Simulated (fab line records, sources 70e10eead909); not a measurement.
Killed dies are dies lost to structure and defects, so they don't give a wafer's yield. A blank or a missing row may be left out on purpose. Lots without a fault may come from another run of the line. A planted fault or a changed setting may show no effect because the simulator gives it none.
A sampling plan put to the test | flow nand_harc | one fab line, 33 faults that these records tell of, each judged on the records of the lots that it struck
The plan is the line's own looks: the steps of the route at which a gauge or an inspection reads the wafer and doesn't change it. A look can be judged if struck wafers have a number there and the file gives its usual mean and standard deviation on fault-free wafers. Caught: at a look after the fault's first step, the mean of the struck wafers lies 4 or more of those standard deviations (sigma) from the usual mean. On the tool: the same test on the tool's own readings at the fault's steps. Another recipe on the struck wafers, or a record that is blank for them alone, also counts as caught.

THE FAULTS, as the simulator had put them in
1. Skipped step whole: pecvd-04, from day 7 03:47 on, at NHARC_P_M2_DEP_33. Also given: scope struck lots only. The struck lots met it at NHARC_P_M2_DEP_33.
2. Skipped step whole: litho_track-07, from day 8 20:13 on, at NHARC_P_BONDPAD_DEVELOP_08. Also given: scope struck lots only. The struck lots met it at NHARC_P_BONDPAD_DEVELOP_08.
3. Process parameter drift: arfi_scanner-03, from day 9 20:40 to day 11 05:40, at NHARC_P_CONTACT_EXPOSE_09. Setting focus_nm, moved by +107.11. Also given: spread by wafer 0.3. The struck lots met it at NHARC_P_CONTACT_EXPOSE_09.
4. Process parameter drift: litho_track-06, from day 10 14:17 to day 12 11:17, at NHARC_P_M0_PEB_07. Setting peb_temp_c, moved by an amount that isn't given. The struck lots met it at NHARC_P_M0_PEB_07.
5. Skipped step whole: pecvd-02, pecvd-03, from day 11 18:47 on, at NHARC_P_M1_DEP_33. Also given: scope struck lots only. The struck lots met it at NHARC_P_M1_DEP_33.
6. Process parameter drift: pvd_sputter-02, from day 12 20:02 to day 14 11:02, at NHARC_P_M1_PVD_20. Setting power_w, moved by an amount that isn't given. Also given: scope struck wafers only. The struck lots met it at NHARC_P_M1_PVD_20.
7. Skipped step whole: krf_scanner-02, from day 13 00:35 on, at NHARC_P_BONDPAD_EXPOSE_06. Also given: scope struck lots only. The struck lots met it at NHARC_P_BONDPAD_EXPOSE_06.
8. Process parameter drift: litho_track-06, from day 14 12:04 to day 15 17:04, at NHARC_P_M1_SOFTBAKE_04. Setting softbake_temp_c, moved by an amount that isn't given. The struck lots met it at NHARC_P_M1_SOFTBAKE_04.
9. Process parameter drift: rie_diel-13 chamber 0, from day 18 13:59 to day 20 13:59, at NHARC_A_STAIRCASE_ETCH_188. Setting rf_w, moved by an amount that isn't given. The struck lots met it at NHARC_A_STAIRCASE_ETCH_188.
10. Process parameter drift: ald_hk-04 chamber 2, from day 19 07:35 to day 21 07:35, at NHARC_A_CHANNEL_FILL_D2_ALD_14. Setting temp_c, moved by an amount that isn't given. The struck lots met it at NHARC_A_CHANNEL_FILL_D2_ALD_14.
11. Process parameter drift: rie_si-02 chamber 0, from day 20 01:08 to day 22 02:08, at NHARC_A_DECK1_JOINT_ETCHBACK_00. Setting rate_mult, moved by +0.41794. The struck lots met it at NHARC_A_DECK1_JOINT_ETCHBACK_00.
12. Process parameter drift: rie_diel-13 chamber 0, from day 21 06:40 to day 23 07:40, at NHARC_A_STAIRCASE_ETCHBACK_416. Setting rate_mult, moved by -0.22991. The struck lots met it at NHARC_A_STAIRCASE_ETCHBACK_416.
13. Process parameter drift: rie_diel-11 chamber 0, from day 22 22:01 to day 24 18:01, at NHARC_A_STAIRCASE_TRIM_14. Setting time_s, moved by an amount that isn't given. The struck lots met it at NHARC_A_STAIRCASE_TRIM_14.
14. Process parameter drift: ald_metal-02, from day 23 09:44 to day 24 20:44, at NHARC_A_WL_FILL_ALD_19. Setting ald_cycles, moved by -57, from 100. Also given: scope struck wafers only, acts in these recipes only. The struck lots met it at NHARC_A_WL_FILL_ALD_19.
15. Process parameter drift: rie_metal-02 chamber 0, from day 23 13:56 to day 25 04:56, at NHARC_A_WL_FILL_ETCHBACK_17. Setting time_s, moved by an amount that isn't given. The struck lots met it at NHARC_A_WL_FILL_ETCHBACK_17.
16. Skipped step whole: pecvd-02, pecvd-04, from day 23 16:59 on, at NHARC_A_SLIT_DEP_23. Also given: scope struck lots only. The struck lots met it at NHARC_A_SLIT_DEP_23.
17. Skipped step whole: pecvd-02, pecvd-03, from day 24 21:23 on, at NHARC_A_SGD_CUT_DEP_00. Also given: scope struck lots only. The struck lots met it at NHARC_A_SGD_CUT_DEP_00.
18. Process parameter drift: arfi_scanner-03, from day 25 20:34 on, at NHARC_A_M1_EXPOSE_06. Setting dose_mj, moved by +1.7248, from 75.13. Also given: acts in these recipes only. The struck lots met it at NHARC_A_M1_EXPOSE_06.
19. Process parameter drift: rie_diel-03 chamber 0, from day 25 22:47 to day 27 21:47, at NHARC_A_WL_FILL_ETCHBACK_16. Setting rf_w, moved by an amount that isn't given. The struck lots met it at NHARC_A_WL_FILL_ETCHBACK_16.
20. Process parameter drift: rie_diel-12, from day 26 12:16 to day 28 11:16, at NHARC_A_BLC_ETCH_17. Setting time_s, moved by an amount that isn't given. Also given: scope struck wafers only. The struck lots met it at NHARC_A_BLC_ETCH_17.
21. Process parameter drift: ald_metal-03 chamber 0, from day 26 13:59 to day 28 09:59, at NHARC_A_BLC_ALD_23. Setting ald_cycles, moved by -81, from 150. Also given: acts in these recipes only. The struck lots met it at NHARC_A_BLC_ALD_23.
22. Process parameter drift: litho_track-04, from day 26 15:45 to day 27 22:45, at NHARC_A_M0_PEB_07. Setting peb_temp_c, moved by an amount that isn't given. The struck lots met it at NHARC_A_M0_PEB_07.
23. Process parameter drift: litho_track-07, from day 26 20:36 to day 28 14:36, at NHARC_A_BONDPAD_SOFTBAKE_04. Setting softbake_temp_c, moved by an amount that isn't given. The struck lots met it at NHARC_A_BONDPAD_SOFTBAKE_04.
24. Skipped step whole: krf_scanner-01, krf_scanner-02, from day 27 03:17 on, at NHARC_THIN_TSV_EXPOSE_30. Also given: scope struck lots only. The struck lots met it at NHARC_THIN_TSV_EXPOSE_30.
25. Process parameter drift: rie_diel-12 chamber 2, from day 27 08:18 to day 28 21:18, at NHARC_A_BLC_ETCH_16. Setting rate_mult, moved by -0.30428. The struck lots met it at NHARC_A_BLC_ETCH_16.
26. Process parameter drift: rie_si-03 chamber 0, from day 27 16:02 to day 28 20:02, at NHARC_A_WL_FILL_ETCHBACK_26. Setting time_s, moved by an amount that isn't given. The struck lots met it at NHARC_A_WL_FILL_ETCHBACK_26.
27. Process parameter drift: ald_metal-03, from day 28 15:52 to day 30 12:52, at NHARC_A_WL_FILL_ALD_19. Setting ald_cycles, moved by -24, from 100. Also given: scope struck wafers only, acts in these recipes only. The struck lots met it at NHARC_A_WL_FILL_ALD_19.
28. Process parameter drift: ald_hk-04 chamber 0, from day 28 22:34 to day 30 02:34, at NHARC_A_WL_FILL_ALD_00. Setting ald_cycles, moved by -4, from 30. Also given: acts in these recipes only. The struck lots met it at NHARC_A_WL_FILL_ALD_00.
29. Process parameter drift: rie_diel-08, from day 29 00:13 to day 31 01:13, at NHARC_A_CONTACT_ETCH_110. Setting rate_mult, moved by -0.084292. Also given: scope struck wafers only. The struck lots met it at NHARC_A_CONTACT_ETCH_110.
30. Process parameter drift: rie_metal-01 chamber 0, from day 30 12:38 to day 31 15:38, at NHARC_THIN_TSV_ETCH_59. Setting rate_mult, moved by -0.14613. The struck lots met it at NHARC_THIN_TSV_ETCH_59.
31. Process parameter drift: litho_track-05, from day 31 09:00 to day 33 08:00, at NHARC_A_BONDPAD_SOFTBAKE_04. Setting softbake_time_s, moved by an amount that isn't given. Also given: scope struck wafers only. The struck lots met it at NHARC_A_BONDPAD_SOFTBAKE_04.
32. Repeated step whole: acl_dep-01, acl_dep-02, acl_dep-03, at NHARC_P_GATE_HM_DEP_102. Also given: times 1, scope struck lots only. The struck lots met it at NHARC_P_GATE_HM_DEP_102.
33. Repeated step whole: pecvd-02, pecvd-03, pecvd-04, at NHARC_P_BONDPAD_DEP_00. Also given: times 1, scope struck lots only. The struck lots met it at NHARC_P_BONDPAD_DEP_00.

WHAT THE PLAN SAW
fault | on the tool itself                               | first look that catches it                      | reading, sigma                                    | median hours from its first step to that look | hours from the fault's start to the first struck lot there | judged looks passed uncaught
1     | the tool's record is blank for the struck wafers | not the one look that can be judged after it    | -                                                 | -                                             | -                                                          | 1
2     | the tool's record is blank for the struck wafers | not the one look that can be judged after it    | -                                                 | -                                             | -                                                          | 1
3     | exposure_dose_mJ_cm2 +33 sigma                   | NHARC_P_CONTACT_CD_MEAS_12                      | cd_nm -4.3                                        | 0.1                                           | 16                                                         | 0
4     | plate_temp_C -35 sigma                           | not the one look that can be judged after it    | -                                                 | -                                             | -                                                          | 1
5     | the tool's record is blank for the struck wafers | no look after it can be judged                  | -                                                 | -                                             | -                                                          | 0
6     | cathode_dc_power_W +99 or beyond sigma           | no look after it can be judged                  | -                                                 | -                                             | -                                                          | 0
7     | no reading that can be judged                    | no look after it can be judged                  | -                                                 | -                                             | -                                                          | 0
8     | heater_power_total_W -91 sigma                   | no look after it can be judged                  | -                                                 | -                                             | -                                                          | 0
9     | rf_fwd_power_W +74 sigma                         | no look after it can be judged                  | -                                                 | -                                             | -                                                          | 0
10    | susceptor_temp_C +82 sigma                       | not the one look that can be judged after it    | strongest: killed_dies at NHARC_END_SORT_01, +2.1 | -                                             | -                                                          | 1
11    | oes_product_au +25 sigma                         | no look after it can be judged                  | -                                                 | -                                             | -                                                          | 0
12    | oes_product_au -7.2 sigma                        | no look after it can be judged                  | -                                                 | -                                             | -                                                          | 0
13    | run_length_s +99 or beyond sigma                 | no look after it can be judged                  | -                                                 | -                                             | -                                                          | 0
14    | under 2 sigma                                    | no look after it can be judged                  | -                                                 | -                                             | -                                                          | 0
15    | run_length_s -20 sigma                           | no look after it can be judged                  | -                                                 | -                                             | -                                                          | 0
16    | the tool's record is blank for the struck wafers | no look after it can be judged                  | -                                                 | -                                             | -                                                          | 0
17    | the tool's record is blank for the struck wafers | not the one look that can be judged after it    | -                                                 | -                                             | -                                                          | 1
18    | exposure_dose_mJ_cm2 +15 sigma                   | none of the 3 looks that can be judged after it | -                                                 | -                                             | -                                                          | 3
19    | rf_fwd_power_W +31 sigma                         | not the one look that can be judged after it    | -                                                 | -                                             | -                                                          | 1
20    | run_length_s -99 or beyond sigma                 | no look after it can be judged                  | -                                                 | -                                             | -                                                          | 0
21    | under 2 sigma                                    | no look after it can be judged                  | -                                                 | -                                             | -                                                          | 0
22    | plate_temp_C -4.5 sigma                          | not the one look that can be judged after it    | -                                                 | -                                             | -                                                          | 1
23    | only faintly: heater_power_total_W +4.0 sigma    | no look after it can be judged                  | -                                                 | -                                             | -                                                          | 0
24    | no reading that can be judged                    | no look after it can be judged                  | -                                                 | -                                             | -                                                          | 0
25    | oes_product_au -14 sigma                         | no look after it can be judged                  | -                                                 | -                                             | -                                                          | 0
26    | run_length_s -16 sigma                           | no look after it can be judged                  | -                                                 | -                                             | -                                                          | 0
27    | under 2 sigma                                    | no look after it can be judged                  | -                                                 | -                                             | -                                                          | 0
28    | under 2 sigma                                    | not the one look that can be judged after it    | -                                                 | -                                             | -                                                          | 1
29    | oes_product_au -4.6 sigma                        | no look after it can be judged                  | -                                                 | -                                             | -                                                          | 0
30    | oes_product_au -7.9 sigma                        | no look after it can be judged                  | -                                                 | -                                             | -                                                          | 0
31    | heater_power_total_W +99 or beyond sigma         | not the one look that can be judged after it    | -                                                 | -                                             | -                                                          | 1
32    | under 2 sigma                                    | none of the 2 looks that can be judged after it | -                                                 | -                                             | -                                                          | 2
33    | under 2 sigma                                    | no look after it can be judged                  | -                                                 | -                                             | -                                                          | 0
A dash: the fault isn't caught, or these records don't give the number.

Caught at a look: 1 of 33. Caught on the tool: 24 of 33. By one or the other: 24 of 33.
Caught on the tool alone: faults 1, 2, 4, 5, 6, 8, 9, 10, 11, 12, 13, 15, 16, 17, 18, 19, 20, 22, 25, 26, 29, 30, 31.
Caught by neither: faults 7, 14, 21, 23, 24, 27, 28, 32, 33.

THINNER SAMPLING
If the look that catches a fault measured only every second or every third lot, by lot number, the first struck lot would be measured this late in the worst case:
fault | struck lots at that look, in order of time | every lot | every second lot | every third lot
3     | L318                                       | 16 h      | may miss it      | may miss it
Hours are from the fault's start to the first struck lot that is measured. The limit of 4 sigma was tested on all struck wafers together, so one lot alone may lie under it. Other struck lots may not be in these records.

THE LONGEST TIMED WAY FROM STEP TO LOOK
Fault 3: a median of 0.1 hours passes between NHARC_P_CONTACT_EXPOSE_09 and NHARC_P_CONTACT_CD_MEAS_12. No look between them can be judged.
